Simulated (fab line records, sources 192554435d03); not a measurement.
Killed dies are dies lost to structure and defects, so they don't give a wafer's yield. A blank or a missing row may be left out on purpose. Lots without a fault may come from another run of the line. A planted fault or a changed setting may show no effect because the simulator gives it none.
Split-lot experiment | flow n5_finfet | 7 lots, 21 wafers read, on a route of 1938 steps

THE SPLIT
At N5_BEOL_M13_COAT_04 (resist thk 400 nm), the setting spin_rpm was moved away from the recipe's 1625 rpm on 6 of the 21 wafers read, by -10.4% to +8.8%. The other wafers ran this setting at the recipe's value.

FROM THE SPLIT TO THE READING: what the file shows between them, 3 steps
- N5_BEOL_M13_EBR_06
- N5_BEOL_M13_SOFTBAKE_05: time 60 s
- N5_BEOL_M13_DESCUM_15: chemistry O2, time 7.9 s

THE READING
coat_of_BEOL_M13_COAT_04.thk_nm (the simulator's own value, which no gauge read), in nm, at N5_BEOL_M13_ETCH_59 (etches BARC in N2/H2, target depth 89 nm, overetch 26.7 nm, time 67.9 s). The file gives no usual value for it. The 15 wafers here that ran the recipe average 318.2 nm, standard deviation 2.2 nm.

wafer  | tool, chamber at the split | spin_rpm as run, rpm | against the recipe | coat_of_BEOL_M13_COAT_04.thk_nm, nm | against lot-mates on the recipe
L080.2 | litho_track-01, 0          | 1501                 | -7.6%              | 334.8                               | +14.6
L080.3 | litho_track-01, 0          | 1625                 | recipe             | 320.4                               | -
L080.4 | litho_track-01, 0          | 1625                 | recipe             | 320                                 | -
L084.1 | litho_track-04, 0          | 1625                 | recipe             | 319.4                               | -
L084.4 | litho_track-04, 0          | 1625                 | recipe             | 319.4                               | -
L084.3 | litho_track-04, 0          | 1625                 | recipe             | 317.4                               | -
L091.2 | litho_track-01, 0          | 1768                 | +8.8%              | 298.2                               | -21.2
L091.4 | litho_track-01, 0          | 1625                 | recipe             | 318.8                               | -
L091.6 | litho_track-01, 0          | 1625                 | recipe             | 320                                 | -
L093.1 | litho_track-01, 0          | 1690                 | +4.0%              | 311                                 | -4.8
L093.3 | litho_track-01, 0          | 1625                 | recipe             | 315.8                               | -
L093.5 | litho_track-01, 0          | 1690                 | +4.0%              | 310                                 | -5.8
L095.1 | litho_track-01, 0          | 1625                 | recipe             | 315.4                               | -
L095.3 | litho_track-01, 0          | 1456                 | -10.4%             | 340.8                               | +25.4
L095.6 | litho_track-01, 0          | 1456                 | -10.4%             | 338.2                               | +22.8
L096.1 | litho_track-01, 0          | 1625                 | recipe             | 315.6                               | -
L096.2 | litho_track-01, 0          | 1625                 | recipe             | 320                                 | -
L096.4 | litho_track-01, 0          | 1625                 | recipe             | 320                                 | -
L097.1 | litho_track-01, 0          | 1625                 | recipe             | 319                                 | -
L097.2 | litho_track-01, 0          | 1625                 | recipe             | 318.6                               | -
L097.3 | litho_track-01, 0          | 1625                 | recipe             | 312.6                               | -

THE FIT
A straight line over all 21 wafers: coat_of_BEOL_M13_COAT_04.thk_nm changes by -2.1 nm for each +1% of spin_rpm; r = -0.98; the points scatter about the line by 2.1 nm.
The same after taking each lot's own level away (the mean of its wafers on the recipe; 21 wafers): -2.18 nm for each +1%; r = -0.98; scatter 2.1 nm.
On that fit, the largest move of spin_rpm shifts the reading by 23 nm.
The lots' own levels span 315.40 to 320.20 nm, that is 2.2 times the standard deviation above.
So the lot-to-lot level changes the slope little: the two slopes agree.
Check: with one of the wafers moved furthest among these (-10.4%) left out of the fit, the line predicts +21.9 nm for it against its lot-mates. It came out at +25.4 nm against them.

OTHER SPLITS ON THESE WAFERS
These wafers also went through other splits before the reading. Each is held against what the fit with the lots' levels taken away leaves over:
other split on the same wafers | wafers away from the commonest value | r with coat_of_BEOL_M13_COAT_04.thk_nm (lot level and that fit taken away)
N5_BEOL_M13_ILD_DEP_00 time_s  | 3                                    | -0.30

THE WHOLE CHAIN: every reading that the file lists as answering this split, in the file's order
step                | what it does                                                            | reading                                                                          | change (the file's fit)              | r (the file's)
N5_BEOL_M13_COAT_04 | resist thk 400 nm                                                       | coat_of_BEOL_M13_COAT_04.thk_nm (the simulator's own value, which no gauge read) | -2.09 nm for each +1% of the setting | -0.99
N5_BEOL_M13_ETCH_59 | etches BARC in N2/H2, target depth 89 nm, overetch 26.7 nm, time 67.9 s | coat_of_BEOL_M13_COAT_04.thk_nm (the simulator's own value, which no gauge read) | -2.19 nm for each +1% of the setting | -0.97

THE FILE'S OWN FIT
coat_of_BEOL_M13_COAT_04.thk_nm changes by -2.19 nm for each +1% of spin_rpm, r = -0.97.
